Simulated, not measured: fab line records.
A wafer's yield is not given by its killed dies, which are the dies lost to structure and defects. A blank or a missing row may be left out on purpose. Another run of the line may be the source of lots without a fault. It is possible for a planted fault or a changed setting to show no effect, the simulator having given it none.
What tool caused it? -- flow n5_finfet -- Sampling: 11 lots, 33 wafers, 3 of 1938 route steps

== WHAT THE GAUGES READ, wafer by wafer ==
N5_BEOL_M1_INSPECT_59: inspects for defects (darkfield).
lot,measured,on,raw_defect_count
L822,day 6 13:46,defect_inspect-02,77 57 47
L823,day 6 18:58,defect_inspect-01,38 62 58
L824,day 7 07:05,defect_inspect-01,84 95 93
L826,day 7 23:06,defect_inspect-02,90 38 68
L832,day 9 02:10,defect_inspect-02,52 47 38
L836,day 10 15:02,defect_inspect-01,63 33 53
L837,day 10 15:19,defect_inspect-01,62 66 76
L839,day 11 03:46,defect_inspect-01,86 110 45
L841,day 11 08:01,defect_inspect-02,81 72 45
L842,day 11 18:10,defect_inspect-01,45 67 21
L843,day 11 20:50,defect_inspect-01,67 33 46

== EACH LOT AND THE TOOL THAT RAN IT (in order: tool; ch and the chambers of the sampled wafers; start) ==
lot,N5_BEOL_M1_SPUTTER_90,N5_BEOL_M1_ANNEAL_51
L822,"pvd_sputter-03, day 6 11:37","rtp_anneal-01 ch 0, day 6 12:59"
L823,"pvd_sputter-03, day 6 17:14","rtp_anneal-02 ch 0, day 6 18:08"
L824,"pvd_sputter-03, day 7 05:22","rtp_anneal-01 ch 0, day 7 06:13"
L826,"pvd_sputter-03, day 7 21:22","rtp_anneal-02 ch 0, day 7 22:14"
L832,"pvd_sputter-01, day 9 00:07","rtp_anneal-02 ch 0, day 9 01:07"
L836,"pvd_sputter-03, day 10 12:59","rtp_anneal-02 ch 0, day 10 14:07"
L837,"pvd_sputter-01, day 10 13:32","rtp_anneal-02 ch 0, day 10 14:24"
L839,"pvd_sputter-01, day 11 01:18","rtp_anneal-01 ch 0, day 11 02:41"
L841,"pvd_sputter-02, day 11 06:17","rtp_anneal-02 ch 0, day 11 07:09"
L842,"pvd_sputter-01, day 11 16:20","rtp_anneal-02 ch 0, day 11 17:15"
L843,"pvd_sputter-03, day 11 19:04","rtp_anneal-01 ch 0, day 11 19:55"
- N5_BEOL_M1_SPUTTER_90: material Cu, target thk 4.5 nm, time 8.29 s.
- N5_BEOL_M1_ANNEAL_51: time 90 s.

== THE ANSWER, worked out from the rows above alone ==
Rule: the lots themselves supply what counts as usual. The widest of any qualifying gaps counts: lots, ordered by their means at a reading, are off when they make up no more than a third of the lots, leave a main group of 4 or more, and stand apart from it by 3 or more times the standard deviation of that group's means. If all means in a main group match to the digits the tables above print for the reading, that group is not used. A lot without any number at a reading at which 4 lots or more have one is off too. The other lots that the step has rows for count as sound.
Across all readings shown, no lot is off: no conclusion can be drawn from this.

== WHAT WAS PUT IN BY THE SIMULATOR ==
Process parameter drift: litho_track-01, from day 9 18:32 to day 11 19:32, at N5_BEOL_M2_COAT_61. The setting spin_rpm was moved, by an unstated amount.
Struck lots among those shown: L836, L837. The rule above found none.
